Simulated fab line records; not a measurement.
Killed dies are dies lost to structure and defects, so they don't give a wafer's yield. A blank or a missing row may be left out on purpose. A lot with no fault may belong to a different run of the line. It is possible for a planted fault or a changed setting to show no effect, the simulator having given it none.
Matching of chambers :: flow n5 finfet :: rie diel-02 running N5_BEOL_M0_TRENCH_ETCH_107: 4 sister chambers
The step etches SiOC in C4F6/O2, target depth 32.8 nm, time 16.4 s. 4 wafers are shown with their chamber, then 8 later ones without.

== EACH WAFER AND ITS CHAMBER ==
wafer: L092.3
chamber: 3
drypump motor current A (A): 5.39

wafer: L092.4
chamber: 0
drypump motor current A (A): 5.82

wafer: L092.5
chamber: 1
drypump motor current A (A): 5.68

wafer: L095.1
chamber: 2
drypump motor current A (A): 5.37

== WAFERS WITH NO CHAMBER GIVEN ==
wafer: L095.3
drypump motor current A (A): 5.82

wafer: L095.4
drypump motor current A (A): 5.68

wafer: L096.2
drypump motor current A (A): 5.38

wafer: L096.3
drypump motor current A (A): 5.82

wafer: L096.6
drypump motor current A (A): 5.43

wafer: L097.3
drypump motor current A (A): 5.80

wafer: L097.5
drypump motor current A (A): 5.68

wafer: L097.6
drypump motor current A (A): 5.81

== EACH ONE'S CHAMBER ==
wafer: L095.3
from the rows above: 0
in truth: 0

wafer: L095.4
from the rows above: 1
in truth: 1

wafer: L096.2
from the rows above: can't be placed: 2 or 3
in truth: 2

wafer: L096.3
from the rows above: 0
in truth: 0

wafer: L096.6
from the rows above: can't be placed: 3 or 2
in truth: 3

wafer: L097.3
from the rows above: 0
in truth: 0

wafer: L097.5
from the rows above: 1
in truth: 1

wafer: L097.6
from the rows above: 0
in truth: 0
6 of 8 placed correctly. Not placeable from these rows: 2 (in 2, the candidates include the true chamber). Wrongly placed: 0.
How it was worked out, from the rows above alone: a wafer's distance from a chamber is the root of the sum, over the readings, of the square of ((its reading less the chamber's mean) divided by the reading's scatter). If the next closest chamber is less than 2 further off than the closest, the wafer can't be placed; otherwise it belongs to the closest. The mean given for a chamber averages the wafers shown for that chamber. The scatter (one wafer shown for each chamber): square how far every hidden wafer sits from the nearest shown wafer, average those squares and take the square root.
